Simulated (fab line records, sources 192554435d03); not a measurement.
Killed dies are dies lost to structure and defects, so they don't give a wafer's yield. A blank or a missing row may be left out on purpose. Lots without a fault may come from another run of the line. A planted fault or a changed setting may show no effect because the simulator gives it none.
Chamber matching | flow n5_finfet | N5_HKMG_FIN_ETCH_55 on rie_diel-03: 4 sister chambers
The step etches SOC in N2/H2, target depth 240 nm, time 300 s. 8 wafers are shown with their chamber, then 10 later ones without.

WAFERS WITH THEIR CHAMBER
wafer  | chamber | showerhead_plenum_p_Torr (Torr) | throttle_valve_pct (%)
L078.4 | 0       | 2.40                            | 17.83
L078.6 | 0       | 2.40                            | 17.83
L085.4 | 1       | 2.72                            | 17.96
L086.5 | 1       | 2.72                            | 17.96
L088.2 | 3       | 2.51                            | 17.51
L088.5 | 2       | 2.43                            | 18.14
L089.1 | 2       | 2.42                            | 18.15
L089.2 | 3       | 2.51                            | 17.51

WAFERS WITHOUT THEIR CHAMBER
wafer  | showerhead_plenum_p_Torr (Torr) | throttle_valve_pct (%)
L089.4 | 2.42                            | 18.16
L090.1 | 2.72                            | 17.99
L090.4 | 2.51                            | 17.49
L090.6 | 2.72                            | 17.98
L094.3 | 2.72                            | 17.51
L094.4 | 2.71                            | 18.00
L094.5 | 2.42                            | 18.15
L096.1 | 2.71                            | 17.51
L096.3 | 2.50                            | 17.54
L096.4 | 2.50                            | 17.54

WHICH CHAMBER EACH WENT THROUGH
wafer  | from the rows above | in truth
L089.4 | 2                   | 2
L090.1 | 1                   | 1
L090.4 | 3                   | 3
L090.6 | 1                   | 1
L094.3 | 3                   | 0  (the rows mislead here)
L094.4 | 1                   | 1
L094.5 | 2                   | 2
L096.1 | 3                   | 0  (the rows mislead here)
L096.3 | 3                   | 3
L096.4 | 3                   | 3
Placed correctly: 8 of 10. Can't be placed from these rows: 0. Placed wrongly: 2.
How it was worked out, from the rows above alone: a wafer's distance from a chamber is the root of the sum, over the readings, of the square of ((its reading less the chamber's mean) divided by the reading's scatter). The wafer belongs to the nearest chamber; if the next one is less than 2 further off, it can't be placed. A chamber's mean is the mean of its shown wafers. The scatter: the root of (the sum of the squares of (reading less its chamber's mean) over the shown wafers, divided by (wafers less chambers)).
